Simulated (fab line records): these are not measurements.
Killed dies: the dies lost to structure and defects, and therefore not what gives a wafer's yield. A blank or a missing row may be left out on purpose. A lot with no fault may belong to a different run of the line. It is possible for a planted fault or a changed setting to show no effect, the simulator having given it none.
Matching of chambers	flow n5-finfet	rie-diel-05 running N5_MOL_CONTACT_COAG_VIA_ETCH_117: 4 sister chambers
The step etches SiO2 in C4F6/O2, target depth 40 nm, overetch 8 nm, time 26 s. 8 wafers are shown with their chamber, then 9 later ones without.

== WAFERS PAIRED WITH THEIR CHAMBERS ==
wafer	chamber	throttle-valve-pct (%)	rf-vpp-V (V)
L080.3	0	40.8	1551
L083.6	2	41.9	1564
L086.1	2	42.0	1563
L086.2	1	41.0	1585
L086.6	3	40.3	1558
L088.2	3	40.3	1558
L088.5	0	40.8	1551
L088.6	1	41.0	1584

== WAFERS WITHOUT THEIR CHAMBER ==
wafer	throttle-valve-pct (%)	rf-vpp-V (V)
L089.1	40.3	1557
L089.4	41.0	1584
L089.6	40.8	1550
L090.1	42.0	1562
L090.3	40.3	1559
L090.5	40.3	1557
L092.2	41.0	1585
L092.4	40.3	1557
L092.6	41.0	1585

== EACH ONE'S CHAMBER ==
wafer	from the rows above	in truth
L089.1	3	3
L089.4	1	1
L089.6	0	0
L090.1	2	2
L090.3	3	3
L090.5	3	3
L092.2	1	1
L092.4	3	3
L092.6	1	1
Correct placement for 9 of the 9. Not placeable from these rows: 0. Number placed wrongly: 0.
How it was worked out, from the rows above alone: a wafer's distance from a chamber is the root of the sum, over the readings, of the square of ((its reading less the chamber's mean) divided by the reading's scatter). If the next closest chamber is less than 2 further off than the closest, the wafer can't be placed; otherwise it belongs to the closest. For every chamber, the mean is computed from those of its wafers that are shown. How the scatter is found: for the shown wafers, subtract from each reading the mean of its chamber, square and add these, divide the total by (wafers less chambers), then take the root.
